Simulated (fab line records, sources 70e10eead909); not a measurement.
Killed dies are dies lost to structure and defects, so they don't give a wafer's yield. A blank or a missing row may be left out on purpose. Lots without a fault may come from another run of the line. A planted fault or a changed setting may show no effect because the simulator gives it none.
fab line records | flow nand_harc
record lots=24 wafers=72 last_day=34
route steps=1302 shown A_STAIRCASE@749
lots that met no fault: from a run of the same line without faults
start_h: hours from the record's first day to the start of the lot's first wafer shown | wait_h: hours since the lot's step before | " the same as in the row above | L1.1+2: a row that stands for several wafers | - no value, or no start given | * or withheld: withheld | < > ~ a bound
route shown NAME@n: a module of which the file shows steps, and the number in the route of the first | usual: mean/standard deviation of fault-free wafers | same: alike in all rows | chamber/n: place in a boat | sites: the reading at each site | _std_site: their standard deviation | _edge_site: outer sites' mean less inner sites' | radius_mm: how far each site lies from the wafer's centre | mask NAME#n: copy n | behind: the tool/chamber that last shaped the wafer | hold: why the lot was held/for how many hours/how that ended | device: the transistor (n, p or np) that didn't switch | end of line: the same wafers' tests at the end of the route | a step without rows: its recipe alone | killed: dies lost to structure and defects at the first sort, not the wafer's yield | map: a wafer's dies, x killed, . not, _ none there
set.NAME: the setting as run; set.NAME@STEP: as run at that earlier step | model.NAME: the simulator's own value behind a step, which no gauge read
steps of the route over a sample of lots; a table a step, a row a wafer
services: from which hour (start_h, from the record's first day; less than 0 if before it) a tool's chamber was out of use, for how many hours, and why
## steps
# step NHARC_A_STAIRCASE_TRIM_235
# recipe time_s=211.2 o2_flow_sccm=500 ar_flow_sccm=0 bias_w=0 chemistry=O2
# usual drypump_motor_current_A=5.9/0.34 mfc_ar_sccm=0.006/0.011 o2_flow_sccm=499.9/1.5 oes_product_au=1.000/0.012 rf_vpp_V=57.8/0.89 showerhead_plenum_p_Torr=3.50/0.13 throttle_valve_pct=17.038/0.009
# columns lot.wafer tool chamber start_h wait_h drypump_motor_current_A mfc_ar_sccm o2_flow_sccm oes_product_au rf_hours_counter_h rf_vpp_V showerhead_plenum_p_Torr throttle_valve_pct
L074.3 rie_diel-12 1 - - 5.7 0 497.9 0.992 28 57.7 3.42 17.044
L074.6 " 1 " " 5.6 0 497.1 1.000 - 58.6 3.42 17.024
L074.5 " 2 " " 5.8 0 498.4 0.995 - 60.3 3.62 17.048
L076.4 rie_diel-08 3 - - 6.4 0 500.7 0.996 1 57.4 3.67 17.054
L076.1 " 0 " " 5.8 0 502.4 0.991 1 57.2 3.29 17.032
L076.3 " 1 " " 5.4 0.003 501.8 1.015 1 58.1 3.42 17.038
L075.4 rie_diel-12 2 - - 5.9 0 499.8 0.993 29 57.2 3.62 17.042
L075.2 " 0 " " 5.8 0 501.8 0.982 24 57.3 3.46 17.027
L075.5 " 2 " " 5.9 0 500.4 0.992 - 58.2 3.62 17.044
L077.4 rie_diel-12 2 - - 5.8 0 501.3 0.995 34 57.9 3.61 17.039
L077.1 " 1 " " 5.6 0 499.8 0.977 37 57.8 3.41 17.028
L077.5 " 3 " " 6.1 0 497.8 0.999 - 58.9 3.62 17.033
L078.2 rie_diel-07 1 - - 6.3 0 498.9 1.010 38 56.2 3.39 17.023
L078.4 " 2 " " 5.9 0.004 501.3 1.034 41 57.2 3.51 17.035
L078.3 " 3 " " 4.9 0 501.9 1.009 40 57.9 3.37 17.031
L079.3 rie_diel-12 2 - - 5.8 0 499.5 1.002 41 57.5 3.61 17.033
L079.1 " 0 " " 5.8 0 501.4 0.992 39 58.1 3.45 17.034
L079.4 " 1 " " 5.6 0 495.7 0.997 46 57.2 3.41 17.036
L080.2 rie_diel-08 3 - - 6.4 0 498.8 0.999 13 58.8 3.66 17.040
L080.3 " 0 " " 5.8 0 502.2 0.980 16 58.3 3.29 17.035
L080.4 " 2 " " 5.9 0.026 498.8 0.993 12 58.6 3.62 17.010
L081.3 rie_diel-12 0 - - 5.8 0 502.5 0.998 47 56.8 3.44 17.038
L081.6 " 2 " " 5.8 0 499.9 1.003 - 57.2 3.61 17.048
L081.5 " 3 " " 6.0 0 500.4 1.000 - 58.0 3.61 17.060
L082.1 rie_diel-08 1 - - 5.4 0.003 499.8 1.019 26 58.5 3.40 17.038
L082.4 " 2 " " 5.9 0.026 501.1 0.992 22 58.2 3.61 17.038
L082.6 " 2 " " 5.9 0.026 501.4 0.989 - 58.8 3.61 17.028
L083.4 rie_diel-08 1 - - 5.4 0.003 500.8 1.008 32 57.5 3.40 17.043
L083.3 " 0 " " 5.8 0 500.8 0.978 30 58.3 3.28 17.033
L083.6 " 2 " " 5.9 0.026 497.3 1.010 - 58.1 3.61 17.022
L084.2 rie_diel-08 2 - - 5.9 0.026 498.6 1.002 29 58.5 3.61 17.014
L084.1 " 1 " " 5.5 0.003 498.4 1.002 34 56.8 3.40 17.049
L084.6 " 2 " " 6.0 0.026 499.8 1.008 - 58.4 3.61 17.034
L085.4 rie_diel-08 1 - - 5.4 0.003 498.2 1.018 36 58.1 3.40 17.038
L085.1 " 3 " " 6.4 0 499.2 1.007 31 59.2 3.65 17.047
L085.5 " 1 " " 5.4 0.003 500.4 1.021 - 57.3 3.40 17.040
L087.1 rie_diel-07 1 - - 6.3 0 500.7 1.020 1 56.3 3.38 17.036
L087.5 " 1 " " 6.3 0 499.3 1.024 - 57.3 3.38 17.043
L087.6 " 2 " " 5.9 0.004 500.3 1.008 - 57.0 3.50 17.038
L086.3 rie_diel-08 2 - - 6.0 0.026 501.6 1.008 36 57.1 3.61 17.017
L086.1 " 3 " " 6.4 0 498.4 1.004 37 57.1 3.65 17.034
L086.4 " 3 " " 6.3 0 499.4 1.002 - 58.4 3.65 17.031
L088.1 rie_diel-08 1 - - 5.5 0.003 500.4 1.017 47 55.8 3.39 17.039
L088.6 " 0 " " 5.8 0 500.5 0.996 - 57.7 3.27 17.029
L088.5 " 1 " " 5.4 0.003 500.3 1.030 - 57.7 3.39 17.040
L089.3 rie_diel-07 2 - - 6.0 0.004 498.5 0.990 7 58.6 3.49 17.030
L089.1 " 0 " " 5.8 0.032 499.8 0.992 7 56.2 3.47 17.048
L089.6 " 2 " " 6.0 0.004 501.7 0.986 - 56.6 3.49 17.047
L090.2 rie_diel-07 3 - - 4.9 0 498.1 0.991 13 56.8 3.35 17.033
L090.5 " 1 " " 6.3 0 501.4 1.008 - 56.6 3.38 17.031
L090.6 " 2 " " 5.9 0.004 498.7 0.992 - 57.8 3.49 17.030
L091.2 rie_diel-07 1 - - 6.3 0 499.3 1.009 14 56.9 3.37 17.036
L091.3 " 3 " " 4.9 0 498.1 0.982 17 57.0 3.35 17.035
L091.5 " 1 " " 6.3 0 498.2 1.023 - 57.5 3.37 17.021
L092.3 rie_diel-08 0 - - 5.8 0 498.2 0.993 53 55.1 3.27 17.043
L092.2 " 2 " " 5.9 0.026 499.8 0.998 52 56.2 3.60 17.028
L092.5 " 0 " " 5.8 0 500.1 0.997 - 58.6 3.27 17.051
L093.2 rie_diel-12 0 - - 5.8 0 501.4 1.000 43 56.8 3.42 17.042
L093.4 " 2 " " 5.9 0 499.4 1.016 37 58.9 3.58 17.022
L093.5 " 3 " " 6.0 0 501.0 0.989 - 59.3 3.59 17.037
L094.3 rie_diel-08 1 - - 5.5 0.003 498.5 1.006 2 57.3 3.38 17.040
L094.2 " 2 " " 5.9 0.026 504.0 1.003 3 58.8 3.60 17.037
L094.5 " 0 " " 5.8 0 498.5 1.000 - 58.6 3.81 17.023
L096.3 rie_diel-08 3 - - 6.4 0 501.2 0.990 8 57.7 3.64 17.056
L096.4 " 0 " " 5.8 0 499.0 1.010 10 60.0 3.80 17.041
L096.1 " 1 " " 5.5 0.003 498.5 1.003 11 58.2 3.38 17.036
L095.3 rie_diel-07 0 - - 5.8 0.032 495.6 1.012 33 57.8 3.46 17.035
L095.4 " 1 " " 6.3 0 498.5 1.018 31 56.5 3.37 17.028
L095.6 " 3 " " 4.9 0 500.8 0.994 - 57.7 3.34 17.041
L097.4 rie_diel-12 2 - - 5.9 0 498.2 1.005 47 57.2 3.58 17.043
L097.1 " 0 " " 5.8 0 500.7 1.002 57 58.0 3.41 17.039
L097.5 " 1 " " 5.6 0 499.8 0.987 - 56.7 3.38 17.034
# step NHARC_A_STAIRCASE_ETCH_236
# recipe target_depth_a=1000 time_s=40.5 ion_energy_ev=400 c4f8_flow_sccm=20 o2_flow_sccm=10 ar_flow_sccm=withheld rf_w=600 bias_w=1000 chemistry=C4F8/O2
# usual oes_product_au=0.942/0.012 rf_vpp_V=895/4.9
# columns lot.wafer tool chamber start_h wait_h oes_product_au rf_hours_counter_h rf_vpp_V
L074.3 rie_diel-12 3 - - 0.962 26 899
L074.6 " 1 " " 0.936 - 891
L074.5 " 2 " " 0.940 - 898
L076.4 rie_diel-08 0 - - 0.935 1 887
L076.3 " 1 " " 0.962 1 891
L076.1 " 2 " " 0.963 1 900
L075.4 rie_diel-12 3 - - 0.946 32 898
L075.2 " 0 " " 0.929 25 894
L075.5 " 3 " " 0.957 - 899
L077.1 rie_diel-12 3 - - 0.937 38 899
L077.4 " 0 " " 0.938 30 894
L077.5 " 1 " " 0.938 - 891
L078.2 rie_diel-07 2 - - 0.963 41 895
L078.3 " 3 " " 0.935 40 890
L078.4 " 1 " " 0.934 38 891
L079.4 rie_diel-12 0 - - 0.936 39 893
L079.1 " 1 " " 0.943 46 892
L079.3 " 3 " " 0.939 46 899
L080.3 rie_diel-08 0 - - 0.907 16 887
L080.4 " 1 " " 0.953 15 893
L080.2 " 3 " " 0.931 13 900
L081.3 rie_diel-12 2 - - 0.931 48 899
L081.6 " 2 " " 0.932 - 900
L081.5 " 3 " " 0.939 - 899
L082.1 rie_diel-08 0 - - 0.924 24 888
L082.4 " 1 " " 0.934 26 890
L082.6 " 3 " " 0.948 - 901
L083.4 rie_diel-08 0 - - 0.926 30 887
L083.3 " 3 " " 0.948 26 900
L083.6 " 1 " " 0.947 - 892
L084.2 rie_diel-08 0 - - 0.932 32 886
L084.1 " 3 " " 0.925 29 902
L084.6 " 0 " " 0.931 - 888
L085.4 rie_diel-08 3 - - 0.934 31 900
L085.1 " 0 " " 0.926 34 886
L085.5 " 3 " " 0.929 - 901
L087.1 rie_diel-07 3 - - 0.918 1 889
L087.5 " 0 " " 0.958 - 895
L087.6 " 1 " " 0.980 - 891
L086.1 rie_diel-08 2 - - 0.957 37 899
L086.3 " 1 " " 0.947 41 892
L086.4 " 3 " " 0.952 - 901
L088.1 rie_diel-08 1 - - 0.948 47 893
L088.5 " 1 " " 0.953 - 891
L088.6 " 2 " " 0.939 - 900
L089.1 rie_diel-07 0 - - 0.943 7 895
L089.3 " 2 " " 0.929 7 895
L089.6 " 0 " " 0.941 - 894
L090.2 rie_diel-07 3 - - 0.937 13 889
L090.5 " 3 " " 0.948 - 889
L090.6 " 0 " " 0.945 - 894
L091.3 rie_diel-07 0 - - 0.931 14 894
L091.2 " 1 " " 0.955 14 891
L091.5 " 0 " " 0.933 - 894
L092.3 rie_diel-08 0 - - 0.932 53 886
L092.2 " 1 " " 0.965 56 892
L092.5 " 0 " " 0.926 - 887
L093.4 rie_diel-12 2 - - 0.951 37 900
L093.2 " 0 " " 0.941 43 893
L093.5 " 3 " " 0.944 - 898
L094.2 rie_diel-08 0 - - 0.957 2 907
L094.3 " 1 " " 0.951 2 890
L094.5 " 2 " " 0.941 - 898
L096.1 rie_diel-08 3 - - 0.932 8 899
L096.4 " 0 " " 0.951 10 905
L096.3 " 1 " " 0.959 11 891
L095.4 rie_diel-07 0 - - 0.951 33 894
L095.3 " 2 " " 0.944 32 894
L095.6 " 3 " " 0.923 - 889
L097.1 rie_diel-12 3 - - 0.937 52 898
L097.4 " 0 " " 0.940 58 892
L097.5 " 1 " " 0.923 - 890
# step NHARC_A_STAIRCASE_STRIP_254
# recipe power_w=1500 temp_c=250 chemistry=O2
# usual drypump_motor_current_A=5.9/0.48 heater_power_w=357/33 temp_c=250.01/0.18
# columns lot.wafer tool chamber start_h wait_h drypump_motor_current_A heater_power_w rf_hours_counter_h temp_c
L074.3 plasma_asher-02 0 362.30 - 5.4 373 - 250.04
L074.6 " 0 " " 5.4 370 - 249.90
L074.5 " 1 " " 5.7 390 - 250.09
L075.2 plasma_asher-02 0 382.85 - 5.3 382 26 250.26
L075.4 " 1 " " 5.7 380 - 249.99
L075.5 " 0 " " 5.3 389 - 249.98
L076.1 plasma_asher-01 1 385.41 - 5.8 328 8 250.28
L076.3 " 1 " " 5.8 329 - 249.78
L076.4 " 0 " " 6.6 326 - 249.77
L077.1 plasma_asher-02 1 397.59 - 5.7 386 28 249.85
L077.4 " 1 " " 5.7 391 - 249.95
L077.5 " 1 " " 5.7 377 - 250.15
L078.2 plasma_asher-02 1 414.84 - 5.7 387 32 249.99
L078.4 " 1 " " 5.7 390 - 250.13
L078.3 " 0 " " 5.4 375 - 250.11
L079.1 plasma_asher-01 1 415.12 - 5.8 330 15 250.23
L079.3 " 0 " " 6.7 314 - 249.79
L079.4 " 1 " " 5.8 325 - 250.28
L080.2 plasma_asher-02 1 420.07 - 5.7 402 33 250.00
L080.4 " 0 " " 5.4 390 - 250.06
L080.3 " 1 " " 5.7 387 - 249.84
L081.3 plasma_asher-02 0 444.33 - 5.4 400 - 249.79
L081.6 " 0 " " 5.4 388 - 249.95
L081.5 " 1 " " 5.7 400 - 250.05
L082.1 plasma_asher-02 0 449.80 - 5.3 393 4 250.13
L082.4 " 1 " " 5.7 394 - 249.81
L082.6 " 1 " " 5.7 388 - 249.84
L083.3 plasma_asher-01 0 463.64 - 6.7 332 - 249.42
L083.4 " 1 " " 5.8 323 - 250.10
L083.6 " 1 " " 5.8 326 - 250.04
L084.1 plasma_asher-01 1 471.21 - 5.8 340 27 249.99
L084.2 " 0 " " 6.6 328 27 249.69
L084.6 " 1 " " 5.8 337 - 250.06
L085.1 plasma_asher-01 0 479.51 - 6.6 335 29 250.29
L085.4 " 1 " " 5.8 333 - 250.21
L085.5 " 1 " " 5.8 327 - 250.18
L087.1 plasma_asher-01 0 484.57 - 6.6 334 31 249.84
L087.5 " 0 " " 6.7 321 - 250.11
L087.6 " 1 " " 5.8 329 - 249.85
L086.1 plasma_asher-01 0 485.18 - 6.7 319 31 249.90
L086.3 " 1 " " 5.8 326 - 250.00
L086.4 " 0 " " 6.7 329 - 250.23
L088.1 plasma_asher-01 0 510.61 - 6.6 321 35 250.10
L088.6 " 1 " " 5.8 326 - 249.86
L088.5 " 0 " " 6.6 331 - 250.22
L089.1 plasma_asher-02 0 511.79 - 5.4 389 16 249.89
L089.3 " 0 " " 5.3 401 - 249.87
L089.6 " 1 " " 5.7 393 - 249.61
L090.2 plasma_asher-02 1 529.45 - 5.7 406 20 250.17
L090.5 " 0 " " 5.4 388 - 249.80
L090.6 " 1 " " 5.8 400 - 249.91
L091.2 plasma_asher-02 1 543.39 - 5.7 394 23 249.71
L091.3 " 0 " " 5.3 405 - 250.09
L091.5 " 0 " " 5.4 402 - 250.04
L092.2 plasma_asher-01 0 543.93 - 6.7 317 3 250.11
L092.3 " 1 " " 5.8 314 - 249.96
L092.5 " 0 " " 6.7 324 - 250.15
L093.2 plasma_asher-02 0 559.09 - 5.4 397 26 250.04
L093.4 " 1 " " 5.7 397 - 249.93
L093.5 " 1 " " 5.7 395 - 249.90
L094.2 plasma_asher-01 1 564.90 - 5.8 323 7 250.06
L094.3 " 1 " " 5.8 319 - 249.99
L094.5 " 1 " " 5.8 325 - 250.12
L096.1 plasma_asher-01 0 583.41 - 6.7 318 10 250.05
L096.4 " 1 " " 5.8 325 - 250.51
L096.3 " 0 " " 6.6 313 - 250.29
L095.4 plasma_asher-02 1 583.61 - 5.7 402 - 249.95
L095.3 " 0 " " 5.3 390 - 250.10
L095.6 " 1 " " 5.7 404 - 250.18
L097.1 plasma_asher-01 0 612.10 - 6.6 318 18 250.23
L097.4 " 0 " " 6.7 320 - 250.01
L097.5 " 0 " " 6.7 319 - 250.01
# step NHARC_A_STAIRCASE_HM_DEP_456
# recipe target_thk_a=31000 temp_c=400 material=aC
# usual throttle_valve_pct=35.001/0.0084
# columns lot.wafer tool chamber start_h wait_h throttle_valve_pct
L074.3 acl_dep-02 0 363.63 - 34.988
L074.5 " 0 " " 35.005
L074.6 " 0 " " 35.001
L075.2 acl_dep-02 0 386.77 - 34.999
L075.4 " 0 " " 35.014
L075.5 " 0 " " 34.990
L076.1 acl_dep-01 0 387.50 - 35.007
L076.3 " 0 " " 34.993
L076.4 " 0 " " 35.002
L077.1 acl_dep-02 0 402.49 - 35.002
L077.4 " 0 " " 34.998
L077.5 " 0 " " 35.015
L078.2 acl_dep-01 0 416.00 - 35.010
L078.3 " 0 " " 34.993
L078.4 " 0 " " 35.019
L079.1 acl_dep-03 0 419.44 - 34.999
L079.3 " 0 " " 34.996
L079.4 " 0 " " 35.011
L080.2 acl_dep-01 0 421.60 - 35.006
L080.3 " 0 " " 34.998
L080.4 " 0 " " 35.003
L081.3 acl_dep-03 0 445.67 - 35.016
L081.5 " 0 " " 34.993
L081.6 " 0 " " 34.988
L082.1 acl_dep-01 0 450.62 - 34.994
L082.4 " 0 " " 35.010
L082.6 " 0 " " 34.992
L083.3 acl_dep-02 0 468.96 - 34.996
L083.4 " 0 " " 35.004
L083.6 " 0 " " 35.005
L084.1 acl_dep-01 0 472.03 - 35.017
L084.2 " 0 " " 34.991
L084.6 " 0 473.56 - 35.004
L085.1 acl_dep-03 0 480.28 - 34.994
L085.4 " 0 " " 35.000
L085.5 " 0 " " 34.996
L087.1 acl_dep-01 0 486.23 - 35.003
L087.5 " 0 487.45 - 35.015
L087.6 " 0 " " 34.999
L086.1 acl_dep-02 0 487.51 - 35.006
L086.3 " 0 " " 35.001
L086.4 " 0 " " 35.010
L088.1 acl_dep-01 0 511.72 - 35.020
L088.5 " 0 512.94 - 35.009
L088.6 " 0 " " 35.003
L089.1 acl_dep-03 0 514.05 - 34.997
L089.3 " 0 " " 34.990
L089.6 " 0 " " 34.997
L090.2 acl_dep-03 0 531.84 - 34.988
L090.5 " 0 " " 34.987
L090.6 " 0 " " 34.997
L091.2 acl_dep-03 0 545.53 - 34.993
L091.3 " 0 " " 34.998
L091.5 " 0 " " 35.004
L092.2 acl_dep-01 0 546.14 - 34.996
L092.3 " 0 " " 34.994
L092.5 " 0 " " 35.003
L093.2 acl_dep-02 0 560.52 - 35.004
L093.4 " 0 " " 35.009
L093.5 " 0 " " 34.995
L094.2 acl_dep-02 0 568.11 - 35.001
L094.3 " 0 " " 35.013
L094.5 " 0 " " 35.008
L096.1 acl_dep-01 0 584.18 - 35.003
L096.3 " 0 " " 34.998
L096.4 " 0 " " 35.010
L095.3 acl_dep-01 0 586.59 - 34.990
L095.4 " 0 " " 35.004
L095.6 " 0 " " 34.999
L097.1 acl_dep-03 0 613.04 - 35.009
L097.4 " 0 " " 34.985
L097.5 " 0 " " 35.023
# step NHARC_A_STAIRCASE_HM_OPEN_457
# recipe o2_flow_sccm=400 cos_flow_sccm=20 ar_flow_sccm=0 rf_w=500 bias_w=300 chemistry=O2/COS
# usual drypump_motor_current_A=5.8/0.42 mfc_ar_sccm=0.007/0.011 o2_flow_sccm=399.9/1.1 oes_product_au=1.000/0.013 rf_vpp_V=465.9/2.3 showerhead_plenum_p_Torr=3.06/0.1 throttle_valve_pct=28.329/0.0085
# columns lot.wafer tool chamber start_h wait_h drypump_motor_current_A mfc_ar_sccm o2_flow_sccm oes_product_au rf_hours_counter_h rf_vpp_V showerhead_plenum_p_Torr throttle_valve_pct
L074.3 rie_diel-12 3 - - 6.1 0 399.4 1.001 27 468.9 3.21 28.321
L074.6 " 0 " " 5.8 0 400.3 0.984 - 467.9 3.06 28.334
L074.5 " 1 " " 5.6 0 400.6 0.999 - 464.5 3.02 28.332
L075.2 rie_diel-07 1 - - 6.2 0 398.9 0.994 28 465.1 3.00 28.328
L075.5 " 2 " " 6.0 0.004 400.2 1.011 - 466.3 3.11 28.314
L075.4 " 3 " " 4.9 0 400.1 0.995 - 463.6 2.98 28.325
L076.3 rie_diel-08 3 - - 6.4 0 400.5 1.000 4 469.6 3.25 28.311
L076.1 " 0 " " 5.8 0 397.6 0.988 6 461.9 2.91 28.326
L076.4 " 1 " " 5.4 0.003 400.1 1.000 6 465.1 3.02 28.323
L077.4 rie_diel-08 2 - - 5.9 0.026 399.9 0.996 9 469.7 3.20 28.337
L077.1 " 3 " " 6.4 0 398.9 1.007 10 468.1 3.24 28.333
L077.5 " 1 " " 5.5 0.003 398.7 1.016 - 465.4 3.02 28.323
L078.2 rie_diel-07 0 - - 5.8 0.032 398.7 0.990 28 465.7 3.08 28.326
L078.4 " 2 " " 6.0 0.004 398.8 1.033 42 466.8 3.10 28.325
L078.3 " 3 " " 4.9 0 401.2 1.014 41 463.8 2.98 28.337
L079.4 rie_diel-08 2 - - 5.9 0.026 401.4 1.002 13 469.3 3.20 28.330
L079.1 " 3 " " 6.4 0 397.2 0.988 14 469.5 3.24 28.326
L079.3 " 1 " " 5.4 0.003 398.8 1.019 16 465.0 3.01 28.321
L080.2 rie_diel-07 1 - - 6.3 0 400.2 0.994 41 463.3 3.00 28.339
L080.3 " 3 " " 4.9 0 398.9 1.001 42 464.3 2.98 28.327
L080.4 " 0 " " 5.8 0.032 400.8 0.978 30 466.2 3.08 28.326
L081.3 rie_diel-08 2 - - 5.9 0.026 398.6 1.005 22 468.4 3.20 28.325
L081.5 " 1 " " 5.4 0.003 400.3 1.019 - 463.9 3.01 28.330
L081.6 " 2 " " 5.9 0.026 400.0 1.005 - 468.2 3.20 28.319
L082.4 rie_diel-07 2 - - 5.9 0.004 399.4 1.017 46 467.0 3.10 28.326
L082.1 " 1 " " 6.3 0 399.6 1.003 50 465.0 2.99 28.330
L082.6 " 3 " " 4.9 0 399.7 0.992 - 464.0 2.97 28.327
L083.4 rie_diel-08 2 - - 5.9 0.026 398.4 1.002 31 467.7 3.19 28.329
L083.3 " 1 " " 5.5 0.003 401.1 1.002 35 463.7 3.00 28.331
L083.6 " 3 " " 6.4 0 402.1 0.998 - 470.4 3.23 28.324
L084.2 rie_diel-12 1 - - 5.6 0 399.8 0.975 16 465.7 3.00 28.337
L084.1 " 3 " " 6.0 0 400.4 0.999 11 468.4 3.19 28.331
L084.6 " 1 " " 5.6 0 400.3 0.976 - 463.5 3.00 28.333
L085.1 rie_diel-07 1 - - 6.3 0 399.6 1.031 1 463.2 2.99 28.322
L085.4 " 3 " " 4.9 0 400.3 0.984 1 464.2 2.97 28.312
L085.5 " 0 " " 5.9 0.032 399.9 1.015 - 466.7 3.07 28.333
L087.1 rie_diel-12 1 - - 5.6 0 398.8 0.969 20 464.8 3.00 28.336
L087.5 " 3 " " 6.0 0 398.5 0.988 - 469.5 3.19 28.339
L087.6 " 0 " " 5.8 0 401.5 1.001 - 465.3 3.04 28.323
L086.3 rie_diel-08 0 - - 5.8 0 399.9 0.985 40 462.3 2.89 28.334
L086.1 " 2 " " 5.9 0.026 399.4 0.995 37 468.4 3.19 28.332
L086.4 " 3 " " 6.4 0 400.0 0.997 38 469.5 3.23 28.333
L088.1 rie_diel-08 1 - - 5.4 0.003 399.0 1.014 47 463.5 3.00 28.332
L088.5 " 2 " " 6.0 0.026 399.4 1.007 - 468.8 3.19 28.323
L088.6 " 3 " " 6.4 0 400.1 1.009 - 470.0 3.23 28.327
L089.1 rie_diel-08 3 - - 6.4 0 399.6 1.006 43 469.0 3.23 28.321
L089.3 " 1 " " 5.4 0.003 399.6 1.004 49 464.9 3.00 28.325
L089.6 " 3 " " 6.4 0 399.6 0.995 - 469.3 3.23 28.328
L090.2 rie_diel-07 1 - - 6.3 0 400.5 1.008 12 463.9 2.98 28.348
L090.6 " 3 " " 4.9 0 401.3 0.983 - 463.0 2.96 28.344
L090.5 " 0 " " 5.8 0.032 398.7 0.990 - 466.5 3.07 28.325
L091.2 rie_diel-07 2 - - 6.0 0.004 399.5 0.993 20 467.4 3.09 28.332
L091.3 " 3 " " 4.9 0 397.5 0.972 22 463.7 2.96 28.326
L091.5 " 2 " " 6.0 0.004 400.7 0.988 - 465.9 3.09 28.314
L092.3 rie_diel-07 2 - - 6.0 0.004 399.7 1.002 21 465.3 3.09 28.335
L092.2 " 3 " " 4.9 0 399.6 0.980 22 463.9 2.96 28.329
L092.5 " 3 " " 4.9 0 398.6 0.988 - 464.8 2.96 28.323
L093.2 rie_diel-07 1 - - 6.3 0 398.6 1.017 24 465.2 2.98 28.341
L093.4 " 2 " " 5.9 0.004 399.4 0.998 27 464.5 3.08 28.321
L093.5 " 0 " " 5.8 0.032 401.6 1.014 - 467.1 3.06 28.343
L094.3 rie_diel-07 0 - - 5.8 0.032 400.0 1.001 29 466.2 3.06 28.336
L094.2 " 1 " " 6.3 0 400.2 1.010 26 464.4 2.98 28.335
L094.5 " 3 " " 4.9 0 400.8 0.986 - 465.0 2.95 28.331
L096.4 rie_diel-08 1 - - 5.5 0.003 401.9 1.013 11 464.6 2.99 28.345
L096.3 " 3 " " 6.4 0 402.3 0.994 8 468.1 3.22 28.329
L096.1 " 0 " " 5.8 0 399.5 1.027 10 471.7 3.37 28.333
L095.3 rie_diel-07 2 - - 5.9 0.004 398.0 1.014 32 465.9 3.08 28.316
L095.4 " 3 " " 4.9 0 398.9 0.996 35 463.9 2.95 28.330
L095.6 " 2 " " 6.0 0.004 399.8 1.010 - 465.6 3.08 28.336
L097.4 rie_diel-12 0 - - 5.8 0 399.2 0.996 59 465.1 3.02 28.322
L097.1 " 2 " " 5.8 0 398.5 0.997 48 467.7 3.17 28.345
L097.5 " 1 " " 5.6 0 400.8 0.997 - 464.7 2.99 28.321
# step NHARC_A_STAIRCASE_ETCH_294
# recipe target_depth_a=49890 time_s=1211.6 ion_energy_ev=800 c4f8_flow_sccm=80 o2_flow_sccm=60 ar_flow_sccm=withheld rf_w=600 bias_w=3000 chemistry=C4F8/O2/Ar
# usual oes_product_au=0.933/0.013 rf_vpp_V=1823/8.8
# columns lot.wafer tool chamber start_h wait_h oes_product_au rf_hours_counter_h rf_vpp_V
L074.3 rie_diel-07 1 - - 0.929 24 1817
L074.5 " 2 " " 0.951 - 1826
L074.6 " 3 " " 0.934 - 1814
L075.2 rie_diel-07 1 - - 0.933 31 1816
L075.5 " 1 " " 0.934 - 1819
L075.4 " 2 " " 0.951 - 1826
L076.3 rie_diel-12 2 - - 0.938 34 1834
L076.1 " 0 " " 0.916 31 1822
L076.4 " 1 " " 0.926 38 1819
L077.1 rie_diel-08 2 - - 0.921 11 1832
L077.4 " 0 " " 0.916 15 1808
L077.5 " 2 " " 0.920 - 1834
L078.3 rie_diel-08 0 - - 0.914 18 1808
L078.4 " 2 " " 0.929 14 1833
L078.2 " 3 " " 0.930 15 1837
L079.3 rie_diel-12 0 - - 0.920 45 1821
L079.1 " 2 " " 0.920 45 1832
L079.4 " 3 " " 0.928 50 1834
L080.3 rie_diel-12 3 - - 0.927 50 1833
L080.2 " 0 " " 0.922 45 1820
L080.4 " 1 " " 0.922 52 1817
L081.3 rie_diel-08 0 - - 0.941 26 1808
L081.6 " 1 " " 0.941 - 1818
L081.5 " 2 " " 0.930 - 1833
L082.4 rie_diel-08 2 - - 0.935 27 1832
L082.1 " 0 " " 0.927 30 1808
L082.6 " 2 " " 0.939 - 1833
L083.4 rie_diel-12 1 - - 0.913 17 1817
L083.3 " 2 " " 0.917 12 1832
L083.6 " 1 " " 0.917 - 1818
L084.2 rie_diel-12 0 - - 0.923 18 1820
L084.1 " 3 " " 0.937 13 1833
L084.6 " 0 " " 0.924 - 1821
L085.4 rie_diel-07 1 - - 0.940 3 1817
L085.1 " 3 " " 0.918 3 1813
L085.5 " 2 " " 0.925 - 1824
L087.1 rie_diel-07 3 - - 0.925 4 1812
L087.6 " 0 " " 0.946 - 1822
L087.5 " 1 " " 0.972 - 1816
L086.1 rie_diel-08 0 - - 0.912 43 1807
L086.3 " 1 " " 0.934 44 1817
L086.4 " 3 " " 0.933 40 1836
L088.1 rie_diel-12 2 - - 0.951 22 1832
L088.6 " 3 " " 0.930 - 1831
L088.5 " 0 " " 0.936 - 1820
L089.1 rie_diel-12 2 - - 0.957 23 1832
L089.3 " 3 " " 0.940 23 1831
L089.6 " 3 " " 0.949 - 1832
L090.2 rie_diel-07 3 - - 0.925 17 1813
L090.5 " 2 " " 0.930 - 1825
L090.6 " 3 " " 0.917 - 1814
L091.3 rie_diel-08 2 - - 0.930 1 1831
L091.2 " 0 " " 0.930 1 1847
L091.5 " 1 " " 0.940 - 1816
L092.2 rie_diel-07 0 - - 0.926 26 1821
L092.3 " 2 " " 0.928 25 1824
L092.5 " 0 " " 0.927 - 1823
L093.4 rie_diel-12 0 - - 0.923 49 1819
L093.2 " 1 " " 0.925 44 1817
L093.5 " 1 " " 0.924 - 1814
L094.2 rie_diel-08 2 - - 0.930 7 1832
L094.3 " 3 " " 0.935 7 1836
L094.5 " 1 " " 0.961 - 1815
L096.3 rie_diel-08 1 - - 0.942 13 1817
L096.1 " 2 " " 0.914 11 1832
L096.4 " 1 " " 0.937 - 1816
L095.3 rie_diel-12 0 - - 0.932 52 1819
L095.6 " 3 " " 0.919 - 1831
L095.4 " 0 " " 0.942 - 1817
L097.1 rie_diel-07 3 - - 0.932 48 1812
L097.4 " 2 " " 0.934 44 1822
L097.5 " 3 " " 0.925 - 1813
## services
# columns tool chamber start_h hours kind
rie_diel-08 2 342.26 1.4 repair
plasma_asher-01 - 342.26 9.0 pm
rie_diel-07 3 347.17 4.9 repair
rie_diel-08 - 367.88 9.0 pm
acl_dep-01 - 372.78 13.0 pm
plasma_asher-02 - 376.64 5.6 repair
rie_diel-07 0 385.23 18.2 repair
plasma_asher-01 - 413.87 0.7 repair
plasma_asher-02 - 426.41 9.0 pm
acl_dep-02 - 428.13 13.0 pm
rie_diel-08 0 431.78 2.8 repair
rie_diel-12 - 447.46 9.0 pm
plasma_asher-02 - 452.88 1.6 repair
rie_diel-08 0 481.63 3.7 repair
rie_diel-08 - 488.25 0.8 repair
plasma_asher-01 - 519.26 9.0 pm
rie_diel-12 1 544.04 2.3 repair
rie_diel-08 - 544.88 9.0 pm
acl_dep-01 - 553.84 13.0 pm
rie_diel-12 2 582.04 17.2 repair
rie_diel-08 3 590.36 5.6 repair
plasma_asher-02 - 603.41 9.0 pm
rie_diel-08 2 611.67 5.8 repair
rie_diel-12 - 624.46 9.0 pm
## key
fault none
